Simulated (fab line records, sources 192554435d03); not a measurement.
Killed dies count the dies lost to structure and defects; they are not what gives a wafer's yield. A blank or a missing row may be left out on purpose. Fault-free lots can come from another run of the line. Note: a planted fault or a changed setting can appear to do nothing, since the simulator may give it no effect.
fab line records    flow n5Finfet
record lots=7  wafers=21
route steps=1938 shown BEOL_M7@1280 BEOL_M9@1401 BEOL_M10@1476
startH: hours from the record's opening day to when the first of the lot's shown wafers began    waitH: time in hours since the lot's previous step    " repeats the value in the row above    L1.1+2: several wafers, shown together as one row    - no value, or no start was given    * or withheld: withheld    < > ~ a bound
route shown NAME@n: names a module that has steps shown in the file, with the first one's number in the route    usual: mean/standard deviation of fault-free wafers    same: alike in all rows    chamber/n: place in a boat    sites: the reading at each site    _std_site: how widely they spread, as a standard deviation    _edge_site: outer sites' mean less inner sites'    radiusMm: for every site, how far away it sits from the centre of the wafer    mask NAME#n: copy n    behind: the tool/chamber that last shaped the wafer    hold: what put the lot on hold/how long, in hours/how the hold closed    device: the n, p or np transistor that did not switch    end of line: the route-end tests of the same wafers    a step given without rows: its recipe and nothing more    killed: the dies lost at the first sort to structure and to defects; this is not the yield of the wafer    map: a wafer's dies, marking killed ones x, the rest . and places with no die _
set.NAME: the setting as run; set.NAME@STEP: as run at that earlier step    model.NAME: the simulator's own value behind a step, which no gauge read
lots where settings were altered on purpose, with a table for each step and a row for each wafer
## steps
# step N5_BEOL_M7_ETCH_61
# recipe chemistry=CF4  target=SiARC  targetDepthA=455  maskMaterial=CAR-ArF  timeS=75.8  ionEnergyEv=80  pressureMtorr=40  sourceW=545  biasW=36  Ar_flow_sccm=100  cf4FlowSccm=100  ends=cleared
# usual etchRfOnTimeS=75.7/1.2  rfVppV=183.9/1.1
lot.wafer  tool        chamber  startH  waitH  set.sourceW  etchRfOnTimeS  rfVppV
L074.4     rieDiel-02  3        233.47  0.0    545          74.3           182.9
L074.5     "           1        "       "      545          75.6           181.4
L074.6     "           0        "       "      641.7        63.0           174.0
L075.2     rieDiel-02  3        249.48  0.0    545          74.2           182.5
L075.3     "           1        "       "      545          75.7           182.1
L075.6     "           1        "       "      545          76.0           183.5
L078.2     rieDiel-03  1        265.91  0.0    545          77.2           184.0
L078.4     "           3        "       "      545          77.6           184.8
L078.6     "           1        "       "      545          76.7           184.3
L080.1     rieDiel-02  1        283.19  0.0    483.9        84.7           191.1
L080.4     "           2        "       "      483.9        82.5           189.7
L080.5     "           0        "       "      483.9        82.9           191.7
L084.3     rieDiel-03  3        290.45  0.0    545          77.3           185.3
L084.4     "           1        "       "      545          76.3           184.9
L084.5     "           2        "       "      545          76.6           183.5
L088.1     rieDiel-02  1        314.30  0.0    545          75.2           181.9
L088.3     "           0        "       "      545          73.4           185.1
L088.4     "           3        "       "      545          73.8           184.6
L096.1     rieDiel-03  1        380.58  0.0    632          66.8           175.5
L096.2     "           2        "       "      545          74.3           184.9
L096.6     "           1        "       "      632          67.1           174.2
# step N5_BEOL_M7_COAT_64
# recipe resist=SiARC  tempC=220  timeS=60  spinRpm=1500  resistThkNm=12
lot.wafer   tool           chamber  startH  waitH  set.spinRpm  model.SiARC_of_BEOL_M7_COAT_64.thkNm
L074.4      lithoTrack-04  0        -       -      1662         11.4
L074.5+6    "              0        "       "      1500         12
L075.2+6    lithoTrack-04  0        -       -      1500         12
L075.3      "              0        "       "      1372         12.6
L078.2+6    lithoTrack-04  0        -       -      1654         11.4
L078.4      "              0        "       "      1500         12
L080.1      lithoTrack-03  0        -       -      1585         11.6
L080.4+5    "              0        "       "      1500         12
L084.3+4+5  lithoTrack-03  0        -       -      1500         12
L088.1      lithoTrack-03  0        -       -      1379         12.4
L088.3      "              0        "       "      1379         12.6
L088.4      "              0        "       "      1500         12
L096.1+6    lithoTrack-03  0        -       -      1634         11.6
L096.2      "              0        "       "      1500         12
# step N5_BEOL_M7_EXPOSE_25
# recipe maskId=V6  na=0.33  sourceShape=annular  sigmaInner=0.4  sigmaOuter=0.8  polarization=unpolarized  targetCdNm=40  doseMj=42.5
lot.wafer   tool           chamber  startH  waitH  mask  set.doseMj
L074.4+6    euvScanner-01  0        234.21  -      V6#0  40.23
L074.5      "              0        "       "      V6#0  42.5
L075.2+3    euvScanner-01  0        252.00  -      V6#0  42.5
L075.6      "              0        "       "      V6#0  40.82
L078.2+4+6  euvScanner-02  0        267.95  -      V6#0  42.5
L080.1      euvScanner-02  0        283.88  -      V6#0  42.5
L080.4+5    "              0        "       "      V6#0  39.47
L084.3+4+5  euvScanner-02  0        291.22  -      V6#0  42.5
L088.1      euvScanner-01  0        315.81  -      V6#0  41.65
L088.3+4    "              0        "       "      V6#0  42.5
L096.1+2+6  euvScanner-02  0        381.51  -      V6#0  42.5
# step N5_BEOL_M7_PEB_26
# recipe pebTempC=100  pebTimeS=60  resist=CAR-EUV
# step N5_BEOL_M7_DEVELOP_27
# recipe developTimeS=30  developer=TMAH  resist=CAR-EUV  rinseLiquid=surfactantRinse  dry=airSpin  devTempC=23
# step N5_BEOL_M7_CD_MEAS_28
# recipe targetCdNm=40  landingEnergyEv=500  detector=seInlens
# usual cdNm=40.01/0.22
lot.wafer  tool      chamber  startH  waitH  set.doseMj@BEOL_M7_EXPOSE_25  cdNm
L074.4     cdSem-02  0        234.33  -      40.23                         38.75
L074.5     "         0        "       "      42.5                          40.15
L074.6     "         0        "       "      40.23                         38.83
L075.2     cdSem-03  0        252.12  -      42.5                          40.29
L075.3     "         0        "       "      42.5                          40.20
L075.6     "         0        "       "      40.82                         39.28
L078.2     cdSem-03  0        268.07  -      42.5                          39.73
L078.4     "         0        "       "      42.5                          40.00
L078.6     "         0        "       "      42.5                          39.97
L080.1     cdSem-02  0        284.02  -      42.5                          40.24
L080.4     "         0        "       "      39.47                         38.56
L080.5     "         0        "       "      39.47                         38.38
L084.3     cdSem-03  0        291.34  -      42.5                          39.49
L084.4     "         0        "       "      42.5                          39.75
L084.5     "         0        "       "      42.5                          39.68
L088.1     cdSem-01  0        315.94  -      41.65                         39.42
L088.3     "         0        "       "      42.5                          40.16
L088.4     "         0        "       "      42.5                          40.42
L096.1     cdSem-01  0        381.64  -      42.5                          39.91
L096.2     "         0        "       "      42.5                          40.07
L096.6     "         0        "       "      42.5                          39.98
# step N5_BEOL_M7_DESCUM_33
# recipe chemistry=O2  timeS=7  sourcePowerW=50  biasPowerW=20  pressureMtorr=20  rfFrequencyHz=2.712e+07  tempC=40  resist=CAR-EUV  o2FlowSccm=225
lot.wafer  tool        chamber  startH  waitH  set.doseMj@BEOL_M7_EXPOSE_25  model.BEOL_M7.cdNm
L074.4+6   rieDiel-03  2,3      234.45  0.0    40.23                         39
L074.5     "           2        "       "      42.5                          40.2
L075.2+3   rieDiel-02  0,2      252.58  0.4    42.5                          40.2
L075.6     "           2        "       "      40.82                         39.2
L078.2+4   rieDiel-02  3,0      268.24  0.1    42.5                          40
L078.6     "           3        "       "      42.5                          40.2
L080.1     rieDiel-03  0        284.20  0.1    42.5                          40.2
L080.4     "           1        "       "      39.47                         38.6
L080.5     "           3        "       "      39.47                         38.4
L084.3     rieDiel-05  2        291.47  0.0    42.5                          40
L084.4+5   "           1,0      "       "      42.5                          39.8
L088.1     rieDiel-02  1        316.07  0.0    41.65                         39.6
L088.3     "           3        "       "      42.5                          40.2
L088.4     "           0        "       "      42.5                          40
L096.1     rieDiel-02  1        381.77  0.0    42.5                          40
L096.2+6   "           2,3      "       "      42.5                          40.2
# step N5_BEOL_M7_ETCH_72
# recipe chemistry=N2/H2  target=underlayer  targetDepthA=65  maskMaterial=CAR-EUV  timeS=5.2  ionEnergyEv=200  pressureMtorr=30  sourceW=840  biasW=150  n2FlowSccm=200  h2FlowSccm=200  ends=cleared
lot.wafer  tool        chamber  startH  waitH  set.doseMj@BEOL_M7_EXPOSE_25  model.BEOL_M7.cdNm
L074.4+6   rieDiel-03  2,3      234.48  0.0    40.23                         39
L074.5     "           2        "       "      42.5                          40.2
L075.2+3   rieDiel-02  0,2      252.61  0.0    42.5                          40.2
L075.6     "           2        "       "      40.82                         39.2
L078.2+4   rieDiel-02  3,0      268.28  0.0    42.5                          40
L078.6     "           3        "       "      42.5                          40.2
L080.1     rieDiel-03  0        284.23  0.0    42.5                          40.2
L080.4+5   "           1,3      "       "      39.47                         38.6
L084.3+5   rieDiel-05  2,0      291.50  0.0    42.5                          39.8
L084.4     "           1        "       "      42.5                          39.6
L088.1     rieDiel-02  1        316.10  0.0    41.65                         39.8
L088.3+4   "           3,0      "       "      42.5                          40
L096.1     rieDiel-02  1        381.80  0.0    42.5                          40
L096.2+6   "           2,3      "       "      42.5                          40.2
# step N5_BEOL_M7_ETCH_65
# recipe chemistry=CF4  target=SiARC  targetDepthA=156  maskMaterial=CAR-EUV  timeS=26  ionEnergyEv=80  pressureMtorr=40  sourceW=545  biasW=36  Ar_flow_sccm=100  cf4FlowSccm=100  ends=cleared
# usual etchRfOnTimeS=25.9/0.44
lot.wafer  tool        chamber  startH  waitH  set.spinRpm@BEOL_M7_COAT_64  etchRfOnTimeS  model.etch.depthNm  model.CAR-EUV_of_BEOL_M7_COAT_22.thkNm
L074.4     rieDiel-03  2        234.50  0.0    1662                         25.0           11.39               11.8
L074.5     "           2        "       "      1500                         26.2           11.97               11.2
L074.6     "           3        "       "      1500                         26.6           11.98               11.2
L075.2     rieDiel-02  0        252.63  0.0    1500                         25.4           11.99               11
L075.3     "           2        "       "      1372                         26.7           12.56               10.8
L075.6     "           2        "       "      1500                         25.5           12.01               11.2
L078.2     rieDiel-02  3        268.29  0.0    1654                         24.1           11.44               11.6
L078.4     "           0        "       "      1500                         25.2           11.98               11.2
L078.6     "           3        "       "      1654                         24.0           11.42               11.6
L080.1     rieDiel-03  0        284.25  0.0    1585                         25.0           11.65               11.4
L080.4     "           1        "       "      1500                         26.0           11.96               11.2
L080.5     "           3        "       "      1500                         26.3           11.98               11.2
L084.3     rieDiel-05  2        291.52  0.0    1500                         25.8           12.03               11.2
L084.4     "           1        "       "      1500                         26.0           12                  11.2
L084.5     "           0        "       "      1500                         26.6           12.01               11
L088.1     rieDiel-02  1        316.12  0.0    1379                         27.7           12.5                10.8
L088.3     "           3        "       "      1379                         26.7           12.5                10.6
L088.4     "           0        "       "      1500                         25.4           11.96               11.2
L096.1     rieDiel-02  1        381.82  0.0    1634                         25.4           11.57               11.6
L096.2     "           2        "       "      1500                         25.6           12.05               11.2
L096.6     "           3        "       "      1634                         24.6           11.54               11.6
# step N5_BEOL_M7_VIA_ETCH_34
# recipe chemistry=C4F6/O2  target=SiCOH_lowk  targetDepthA=1255  maskMaterial=SOC  taperDeg=4  timeS=50.5  ionEnergyEv=250  pressureMtorr=30  sourceW=345  biasW=185  Ar_flow_sccm=300  C4F6_flow_sccm=10  O2_flow_sccm=10
lot.wafer  tool        chamber  startH  waitH  set.timeS  set.doseMj@BEOL_M7_EXPOSE_25  model.etch.depthNm  model.BEOL_M7.cdNm  model.SOC_of_BEOL_M7_COAT_63.thkNm
L074.4     rieDiel-03  2        234.63  0.0    50.5       40.23                         126.3               38.6                54
L074.5     "           2        "       "      50.5       42.5                          124.7               40                  53.8
L074.6     "           3        "       "      50.5       40.23                         124.7               38.8                54
L075.2     rieDiel-02  0        252.76  0.0    39.84      42.5                          102.9               40                  54.8
L075.3     "           2        "       "      50.5       42.5                          129.2               40.2                53.6
L075.6     "           2        "       "      50.5       40.82                         128                 39                  53.4
L078.2     rieDiel-02  3        268.42  0.0    45.57      42.5                          112.8               40                  54.4
L078.4     "           0        "       "      50.5       42.5                          127.3               40.2                54
L078.6     "           3        "       "      50.5       42.5                          125.8               40.6                53.8
L080.1     rieDiel-03  0        284.38  0.0    45.69      42.5                          113.1               40                  54.4
L080.4     "           1        "       "      50.5       39.47                         123.8               38.6                53.8
L080.5     "           3        "       "      45.69      39.47                         111.2               38.4                54.4
L084.3     rieDiel-05  2        291.65  0.0    50.5       42.5                          127.4               39.8                54.2
L084.4     "           1        "       "      50.5       42.5                          127.3               39.6                53.8
L084.5     "           0        "       "      50.5       42.5                          121.8               39.8                54.2
L088.1     rieDiel-02  1        316.25  0.0    47.33      41.65                         116.3               39.8                54.2
L088.3     "           3        "       "      47.33      42.5                          117.7               40.2                54.2
L088.4     "           0        "       "      50.5       42.5                          128.3               40                  53.6
L096.1     rieDiel-02  1        381.95  0.0    50.5       42.5                          124.3               40                  54
L096.2     "           2        "       "      50.5       42.5                          127.6               40                  54
L096.6     "           3        "       "      50.5       42.5                          126                 40                  54.2
# step N5_BEOL_M9_ILD_DEP_00
# recipe material=SiCOH_lowk  targetThkA=3085.1  tempC=300  precursor=DEMS/porogen  pressureTorr=5  rfW=500  timeS=58
lot.wafer  tool      chamber  startH  waitH  set.timeS  model.SiCOH_lowk_of_BEOL_M9_ILD_DEP_00.thkNm
L074.4     pecvd-01  0        245.34  0.1    58         309
L074.5     "         1        "       "      58         308
L074.6     "         2        "       "      58         310.2
L075.2     pecvd-04  2        267.15  0.0    53.89      281.2
L075.3     "         1        "       "      53.89      284.6
L075.6     "         0        "       "      58         312.4
L078.2     pecvd-02  0        277.14  0.0    58         309.4
L078.4     "         2        "       "      58         314.6
L078.6     "         0        "       "      49.95      272.4
L080.1     pecvd-04  1        295.51  0.0    58         306
L080.4     "         1        "       "      58         306.6
L080.5     "         2        "       "      58         311.8
L084.3     pecvd-01  1        305.81  0.0    58         299.8
L084.4     "         0        "       "      58         309.8
L084.5     "         1        "       "      58         304.2
L088.1     pecvd-01  2        327.55  0.0    58         309.6
L088.3     "         1        "       "      58         306.8
L088.4     "         0        "       "      64.91      349.2
L096.1     pecvd-04  1        391.98  0.0    58         305.8
L096.2     "         2        "       "      66.37      347.4
L096.6     "         1        "       "      66.37      353.8
# step N5_BEOL_M9_CURE_71
# recipe tempC=385  timeS=240  ambient=He/Ar  material=SiCOH_lowk
lot.wafer  tool       chamber  startH  waitH  set.timeS@BEOL_M9_ILD_DEP_00  model.SiCOH_lowk_of_BEOL_M9_ILD_DEP_00.thkNm
L074.4     uvCure-02  2        245.63  0.3    58                            268.4
L074.5     "          2        "       "      58                            267.6
L074.6     "          2        "       "      58                            269.6
L075.2     uvCure-02  1        267.34  0.2    53.89                         243.8
L075.3     "          1        "       "      53.89                         247
L075.6     "          1        "       "      58                            271.4
L078.2     uvCure-02  2        277.30  0.1    58                            268.8
L078.4     "          2        "       "      58                            273.4
L078.6     "          2        "       "      49.95                         236.2
L080.1     uvCure-02  0        295.59  0.0    58                            265.8
L080.4     "          0        "       "      58                            266.4
L080.5     "          0        "       "      58                            270.8
L084.3     uvCure-03  1        306.21  0.4    58                            260.4
L084.4     "          1        "       "      58                            269
L084.5     "          1        "       "      58                            264.2
L088.1     uvCure-02  0        327.62  0.0    58                            269
L088.3     "          0        "       "      58                            266.4
L088.4     "          0        "       "      64.91                         304
L096.1     uvCure-03  0        392.29  0.3    58                            265.6
L096.2     "          0        "       "      66.37                         302.4
L096.6     "          0        "       "      66.37                         308
# step N5_BEOL_M9_THK_MEAS_01
# recipe reads=SiCOH_lowk_of_BEOL_M9_ILD_DEP_00
# usual M9_ILD_THK=268/3.2
lot.wafer  tool          chamber  startH  waitH  set.timeS@BEOL_M9_ILD_DEP_00  M9_ILD_THK[nm]
L074.4     filmMetro-02  -        245.90  0.2    58                            268
L074.5     "             -        "       "      58                            268
L074.6     "             -        "       "      58                            270
L075.2     filmMetro-01  -        267.77  0.4    53.89                         244
L075.3     "             -        "       "      53.89                         247
L075.6     "             -        "       "      58                            272
L078.2     filmMetro-01  -        277.73  0.4    58                            269
L078.4     "             -        "       "      58                            274
L078.6     "             -        "       "      49.95                         236
L080.1     filmMetro-01  -        296.10  0.4    58                            266
L080.4     "             -        "       "      58                            267
L080.5     "             -        "       "      58                            271
L084.3     filmMetro-01  -        306.88  0.5    58                            260
L084.4     "             -        "       "      58                            269
L084.5     "             -        "       "      58                            264
L088.1     filmMetro-02  -        328.14  0.4    58                            269
L088.3     "             -        "       "      58                            266
L088.4     "             -        "       "      64.91                         304
L096.1     filmMetro-01  -        393.28  0.8    58                            266
L096.2     "             -        "       "      66.37                         302
L096.6     "             -        "       "      66.37                         308
# step N5_BEOL_M9_SURFACE_TREAT_79
# recipe gas=Ar  timeS=*  ionEnergyEv=*  ionCurrentMaCm2=0.5  pressureMtorr=*  arFlowSccm=30
lot.wafer   tool           chamber  startH  waitH  set.timeS
L074.4+5+6  pvdSputter-02  -        255.94  0.2    *
L075.2+6    pvdSputter-02  -        271.66  0.2    *
L075.3      "              -        "       "      *
L078.2      pvdSputter-01  -        283.24  0.3    *
L078.4+6    "              -        "       "      *
L080.1+4    pvdSputter-02  -        303.96  0.3    *
L080.5      "              -        "       "      *
L084.3+4+5  pvdSputter-03  -        311.83  0.2    *
L088.1+4    pvdSputter-01  -        339.74  0.2    *
L088.3      "              -        "       "      *
L096.1      pvdSputter-02  -        399.78  0.2    *
L096.2+6    "              -        "       "      *
# step N5_BEOL_M10_COAT_60
# recipe resist=SiARC  tempC=220  timeS=60  spinRpm=1500  resistThkNm=30
lot.wafer   tool           chamber  startH  waitH  set.spinRpm  model.SiARC_of_BEOL_M10_COAT_60.thkNm
L074.4+6    lithoTrack-01  0        -       -      1603         29
L074.5      "              0        "       "      1500         30
L075.2+3+6  lithoTrack-01  0        -       -      1500         29.8
L078.2+4    lithoTrack-01  0        -       -      1500         29.8
L078.6      "              0        "       "      1500         30
L080.1      lithoTrack-02  0        -       -      1417         30.8
L080.4+5    "              0        "       "      1500         30
L084.3+4+5  lithoTrack-02  0        -       -      1500         30
L088.1+3+4  lithoTrack-03  0        -       -      1500         30
L096.1      lithoTrack-02  0        -       -      1500         29.8
L096.2      "              0        "       "      1500         30
L096.6      "              0        "       "      1354         31.6
# step N5_BEOL_M10_COAT_05
# recipe resist=CAR-ArF  spinRpm=1500  resistThkNm=90
# step N5_BEOL_M10_EBR_07
# recipe solvent=PGMEA  ebrWidthMm=1.5
# step N5_BEOL_M10_DESCUM_16
# recipe chemistry=O2  timeS=7.9  sourcePowerW=50  biasPowerW=20  pressureMtorr=20  rfFrequencyHz=2.712e+07  tempC=40  resist=CAR-ArF  o2FlowSccm=225
# step N5_BEOL_M10_ETCH_61
# recipe chemistry=CF4  target=SiARC  targetDepthA=390  maskMaterial=CAR-ArF  timeS=65  ionEnergyEv=80  pressureMtorr=40  sourceW=545  biasW=36  Ar_flow_sccm=100  cf4FlowSccm=100  ends=cleared
# usual etchRfOnTimeS=64.8/0.78
lot.wafer  tool        chamber  startH  waitH  set.spinRpm@BEOL_M10_COAT_60  etchRfOnTimeS  model.etch.depthNm  model.CAR-ArF_of_BEOL_M10_COAT_05.thkNm
L074.4     rieDiel-01  1        261.38  0.0    1603                          62.1           29.01               56.2
L074.5     "           3        "       "      1500                          65.0           30.05               55.4
L074.6     "           2        "       "      1603                          61.8           28.98               56.2
L075.2     rieDiel-06  3        275.71  0.0    1500                          63.7           29.82               55
L075.3     "           0        "       "      1500                          65.0           29.79               55.4
L075.6     "           3        "       "      1500                          64.9           29.78               55.2
L078.2     rieDiel-01  2        287.55  0.0    1500                          63.4           29.8                55.6
L078.4     "           0        "       "      1500                          65.0           29.78               55.4
L078.6     "           1        "       "      1500                          64.5           29.98               55.6
L080.1     rieDiel-04  3        308.93  0.0    1417                          66.4           30.9                54.2
L080.4     "           1        "       "      1500                          65.3           30.09               55
L080.5     "           1        "       "      1500                          65.3           29.99               54.8
L084.3     rieDiel-01  3        315.12  0.0    1500                          65.5           29.97               55.6
L084.4     "           1        "       "      1500                          65.6           30.05               55.8
L084.5     "           2        "       "      1500                          65.0           30.03               55.6
L088.1     rieDiel-06  1        343.71  0.0    1500                          64.6           30.1                55.6
L088.3     "           2        "       "      1500                          64.6           30.09               56
L088.4     "           0        "       "      1500                          65.4           30.04               55.8
L096.1     rieDiel-01  0        403.19  0.0    1500                          65.0           29.9                55.2
L096.2     "           3        "       "      1500                          65.3           29.98               55.2
L096.6     "           1        "       "      1354                          68.2           31.56               53.8
# step N5_BEOL_M10_ETCH_62
# recipe chemistry=N2/H2  target=SOC  targetDepthA=1100  overetchA=220  maskMaterial=SiARC  tempC=40  timeS=165  ionEnergyEv=200  pressureMtorr=30  sourceW=840  biasW=150  n2FlowSccm=200  h2FlowSccm=200
lot.wafer  tool        chamber  startH  waitH  set.timeS  set.spinRpm@BEOL_M10_COAT_60  model.SiARC_of_BEOL_M10_COAT_60.thkNm
L074.4+6   rieDiel-01  1,2      261.43  0.0    165        1603                          22.4
L074.5     "           3        "       "      165        1500                          23.6
L075.2+6   rieDiel-06  3        275.76  0.0    191.9      1500                          22.2
L075.3     "           0        "       "      165        1500                          23.4
L078.2     rieDiel-01  2        287.60  0.0    150        1500                          23.8
L078.4     "           0        "       "      165        1500                          23.2
L078.6     "           1        "       "      150        1500                          24
L080.1     rieDiel-04  3        308.98  0.0    165        1417                          24.4
L080.4     "           1        "       "      165        1500                          23.8
L080.5     "           1        "       "      152.1      1500                          24.2
L084.3+5   rieDiel-01  3,2      315.17  0.0    165        1500                          23.4
L084.4     "           1        "       "      165        1500                          23.6
L088.1     rieDiel-06  1        343.76  0.0    165        1500                          23.4
L088.3     "           2        "       "      165        1500                          23.6
L088.4     "           0        "       "      165        1500                          23.8
L096.1+2   rieDiel-01  0,3      403.24  0.0    165        1500                          23.4
L096.6     "           1        "       "      165        1354                          25
# step N5_BEOL_M10_STRIP_68
# recipe chemistry=N2/H2  tempC=40  n2FlowSccm=200  h2FlowSccm=200  rfFrequencyHz=6e+07
# step N5_BEOL_M10_STRIP_67
# recipe chemistry=CF4  resist=SiARC  powerW=300  biasPowerW=75  pressureMtorr=50  cf4FlowSccm=150  rfFrequencyHz=6e+07
# step N5_BEOL_M10_HM_OPEN_17
# recipe chemistry=Cl2/BCl3  targetDepthA=200  overetchA=60  target=TiN  maskMaterial=SOC  ionEnergyEv=150  pressureMtorr=10  icpW=1000  biasW=126  Cl2_flow_sccm=53.25  bcl3FlowSccm=21.75  Ar_flow_sccm=25
lot.wafer  tool         chamber  startH  waitH  set.timeS@BEOL_M9_SURFACE_TREAT_79  model.etch.depthNm
L074.4     rieMetal-03  1        261.65  0.1    *                                   20.14
L074.5     "            0        "       "      *                                   20.29
L074.6     "            1        "       "      *                                   20.1
L075.2     rieMetal-02  1        275.98  0.1    *                                   17.26
L075.3     "            1        "       "      *                                   19.75
L075.6     "            1        "       "      *                                   17.02
L078.2     rieMetal-01  0        287.78  0.0    *                                   20.09
L078.4     "            1        "       "      *                                   20.08
L078.6     "            0        "       "      *                                   19.89
L080.1     rieMetal-02  1        309.17  0.0    *                                   19.82
L080.4     "            1        "       "      *                                   19.77
L080.5     "            1        "       "      *                                   19.77
L084.3     rieMetal-01  0        315.39  0.1    *                                   20.1
L084.4     "            1        "       "      *                                   19.87
L084.5     "            1        "       "      *                                   19.95
L088.1     rieMetal-02  0        343.94  0.0    *                                   19.97
L088.3     "            0        "       "      *                                   20.03
L088.4     "            1        "       "      *                                   20.05
L096.1     rieMetal-03  1        403.43  0.0    *                                   20.13
L096.2     "            0        "       "      *                                   20.14
L096.6     "            0        "       "      *                                   20.22
## key
split step=N5_BEOL_M7_ETCH_61  setting=sourceW  stated=545  by=wafer
response step=N5_BEOL_M7_ETCH_61  reading=etchRfOnTimeS  change=*  per=1%  r=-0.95
response step=N5_BEOL_M7_ETCH_61  reading=rfVppV  change=-0.536  per=1%  r=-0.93
split step=N5_BEOL_M7_COAT_64  setting=spinRpm  stated=1500  by=wafer
response step=N5_BEOL_M7_COAT_64  reading=model.SiARC_of_BEOL_M7_COAT_64.thkNm  change=-0.0586  per=1%  r=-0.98
response step=N5_BEOL_M7_ETCH_65  reading=etchRfOnTimeS  change=*  per=1%  r=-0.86
response step=N5_BEOL_M7_ETCH_65  reading=model.etch.depthNm  change=-0.0578  per=1%  r=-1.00
response step=N5_BEOL_M7_ETCH_65  reading=model.CAR-EUV_of_BEOL_M7_COAT_22.thkNm  change=+0.0464  per=1%  r=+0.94
split step=N5_BEOL_M7_EXPOSE_25  setting=doseMj  stated=42.5  by=wafer
response step=N5_BEOL_M7_CD_MEAS_28  reading=cdNm  change=+0.257  per=1%  r=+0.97
response step=N5_BEOL_M7_DESCUM_33  reading=model.BEOL_M7.cdNm  change=+0.237  per=1%  r=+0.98
response step=N5_BEOL_M7_ETCH_72  reading=model.BEOL_M7.cdNm  change=+0.224  per=1%  r=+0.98
response step=N5_BEOL_M7_VIA_ETCH_34  reading=model.BEOL_M7.cdNm  change=+0.228  per=1%  r=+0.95
split step=N5_BEOL_M7_VIA_ETCH_34  setting=timeS  stated=50.5  by=wafer
response step=N5_BEOL_M7_VIA_ETCH_34  reading=model.etch.depthNm  change=+1.28  per=1%  r=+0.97
response step=N5_BEOL_M7_VIA_ETCH_34  reading=model.SOC_of_BEOL_M7_COAT_63.thkNm  change=-0.0623  per=1%  r=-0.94
split step=N5_BEOL_M9_ILD_DEP_00  setting=timeS  stated=58  by=wafer
response step=N5_BEOL_M9_ILD_DEP_00  reading=model.SiCOH_lowk_of_BEOL_M9_ILD_DEP_00.thkNm  change=+3.19  per=1%  r=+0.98
response step=N5_BEOL_M9_CURE_71  reading=model.SiCOH_lowk_of_BEOL_M9_ILD_DEP_00.thkNm  change=+2.82  per=1%  r=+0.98
response step=N5_BEOL_M9_THK_MEAS_01  reading=M9_ILD_THK  change=+2.84  per=1%  r=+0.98
split step=N5_BEOL_M9_SURFACE_TREAT_79  setting=timeS  stated=*  by=wafer
response step=N5_BEOL_M10_HM_OPEN_17  reading=model.etch.depthNm  shape=bent  atLowest=20.13  atStated=20.02  atHighest=17.14
split step=N5_BEOL_M10_COAT_60  setting=spinRpm  stated=1500  by=wafer
response step=N5_BEOL_M10_COAT_60  reading=model.SiARC_of_BEOL_M10_COAT_60.thkNm  change=-0.161  per=1%  r=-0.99
response step=N5_BEOL_M10_ETCH_61  reading=etchRfOnTimeS  change=*  per=1%  r=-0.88
response step=N5_BEOL_M10_ETCH_61  reading=model.etch.depthNm  change=-0.161  per=1%  r=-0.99
response step=N5_BEOL_M10_ETCH_61  reading=model.CAR-ArF_of_BEOL_M10_COAT_05.thkNm  change=+0.133  per=1%  r=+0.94
response step=N5_BEOL_M10_ETCH_62  reading=model.SiARC_of_BEOL_M10_COAT_60.thkNm  slope=-0.16  per=1%  togetherWith=timeS@BEOL_M10_ETCH_62  explained=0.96
split step=N5_BEOL_M10_ETCH_62  setting=timeS  stated=165  by=wafer
response step=N5_BEOL_M10_ETCH_62  reading=model.SiARC_of_BEOL_M10_COAT_60.thkNm  slope=-0.0737  per=1%  togetherWith=spinRpm@BEOL_M10_COAT_60  explained=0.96
